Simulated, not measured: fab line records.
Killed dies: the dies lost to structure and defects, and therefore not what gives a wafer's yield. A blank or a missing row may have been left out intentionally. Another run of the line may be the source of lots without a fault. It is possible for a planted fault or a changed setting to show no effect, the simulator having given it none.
Matching of chambers | flow n5Finfet | N5_BEOL_M2_ETCHBACK_99 on rieDiel-06 has 4 sister chambers
The step etches SiO2 in CHF3, target depth 5 nm, time 10.4 s. 8 wafers are shown with their chamber, then 7 later ones without.

## EACH WAFER AND ITS CHAMBER
wafer  | chamber | showerheadPlenumPTorr (Torr) | drypumpMotorCurrentA (A)
L081.3 | 2       | 2.13                         | 5.3
L083.1 | 1       | 2.15                         | 5.6
L083.6 | 0       | 2.08                         | 4.8
L084.1 | 1       | 2.14                         | 5.6
L084.2 | 3       | 2.31                         | 4.8
L084.4 | 0       | 2.08                         | 4.8
L089.1 | 3       | 2.31                         | 4.9
L089.2 | 2       | 2.12                         | 5.3

## WAFERS WITHOUT THEIR CHAMBER
wafer  | showerheadPlenumPTorr (Torr) | drypumpMotorCurrentA (A)
L089.6 | 2.14                         | 5.6
L093.3 | 2.07                         | 4.8
L093.4 | 2.12                         | 5.3
L093.6 | 2.14                         | 5.6
L097.1 | 2.13                         | 5.6
L097.2 | 2.07                         | 4.8
L097.5 | 2.12                         | 5.3

## EACH ONE'S CHAMBER
wafer  | from the rows above | in truth
L089.6 | 1                   | 1
L093.3 | 0                   | 0
L093.4 | 2                   | 2
L093.6 | 1                   | 1
L097.1 | 1                   | 1
L097.2 | 0                   | 0
L097.5 | 2                   | 2
Placed correctly: 7 of 7. Can't be placed from these rows: 0. Placed wrongly: 0.
How it was worked out, from the rows above alone: a wafer's distance from a chamber is the root of the sum, over the readings, of the square of ((its reading less the chamber's mean) divided by the reading's scatter). The wafer belongs to the nearest chamber; if the next one is less than 2 further off, it can't be placed. Each chamber's mean is taken over the wafers shown for it. The scatter: take each reading less its chamber's mean, square it, sum over the shown wafers, divide by the number of wafers less the number of chambers, and take the root.
